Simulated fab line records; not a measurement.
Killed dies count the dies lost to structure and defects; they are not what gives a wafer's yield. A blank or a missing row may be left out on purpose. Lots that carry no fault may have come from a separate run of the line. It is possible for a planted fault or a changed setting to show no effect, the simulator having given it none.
Which tool did it?    flow nandHarc    Sampling: 6 lots, 18 wafers, 3 of 1302 route steps

== WHAT EACH GAUGE READ, for each wafer ==
NHARC_A_M0_INSPECT_11.
lot   measured      on                rawDefectCount
L758  day 23 00:25  defectInspect-02  110 126 86
L761  day 24 02:08  defectInspect-01  108 113 103
L767  day 27 16:38  defectInspect-01  451 403 473 452 405 478
L771  day 29 02:47  defectInspect-02  460 502 420 453 500 435
L778  day 31 02:52  defectInspect-01  42 44 44
L779  day 31 20:43  defectInspect-01  24 17 15

== TOOL THAT RAN EACH LOT (tool first, then ch and the chambers of the sampled wafers, then the start) ==
lot   NHARC_A_BLC_STRIP_29               NHARC_A_M0_DEP_00
L758  rieDiel-04 ch 0,1,2, day 22 21:29  pecvd-03 ch 1,2, day 22 23:27
L761  rieDiel-10 ch 0,1, day 23 23:13    pecvd-02 ch 1,2, day 24 01:14
L767  rieDiel-10 ch 0,1,3, day 27 13:50  pecvd-02 ch 0,1, day 27 15:49
L771  rieDiel-04 ch 1,2,3, day 28 23:59  pecvd-02 ch 0,1,2, day 29 02:06
L778  rieDiel-04 ch 1,2,3, day 30 23:47  pecvd-04 ch 1,2, day 31 01:53
L779  rieDiel-10 ch 0,3, day 31 17:45    pecvd-04 ch 0,1, day 31 19:46
- NHARC_A_BLC_STRIP_29: strips in CF4.
- NHARC_A_M0_DEP_00: deposits SiOC, target thk 150 nm.

== THE ANSWER, worked out from the rows above alone ==
Rule: the usual values come from the lots themselves. Put in order of their means at a reading, lots are off if they are a third of the lots or fewer, leave a main group of 4 or more, and stand apart from it by a gap of 3 or more times the standard deviation of the main group's means; of several such gaps the widest counts. A main group whose means are all the same, to the digits that the tables above print for the reading, isn't used. A lot without any number at a reading at which 4 lots or more have one is off too. Any other lot the step has rows for is counted as sound.
Off, at NHARC_A_M0_INSPECT_11 on rawDefectCount: L767, L771. Main group: mean 69, sd 39.
If a tool, at a process step before that reading, ran all the lots that are off and no sound lot after the first of them, it fits. The gauges at NHARC_A_M0_INSPECT_11 are tried like those tools. One candidate fits, namely pecvd-02 at NHARC_A_M0_DEP_00. A fault onset in the window from L761 (day 24 01:14, its last sound lot) to L767 (day 27 15:49, its first lot off) fits.

== WHAT THE SIMULATOR PUT IN ==
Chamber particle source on pecvd-02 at NHARC_A_M0_DEP_00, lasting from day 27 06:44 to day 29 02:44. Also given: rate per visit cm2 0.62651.
Struck lots among those shown: L767, L771. The rule above reached the same finding.
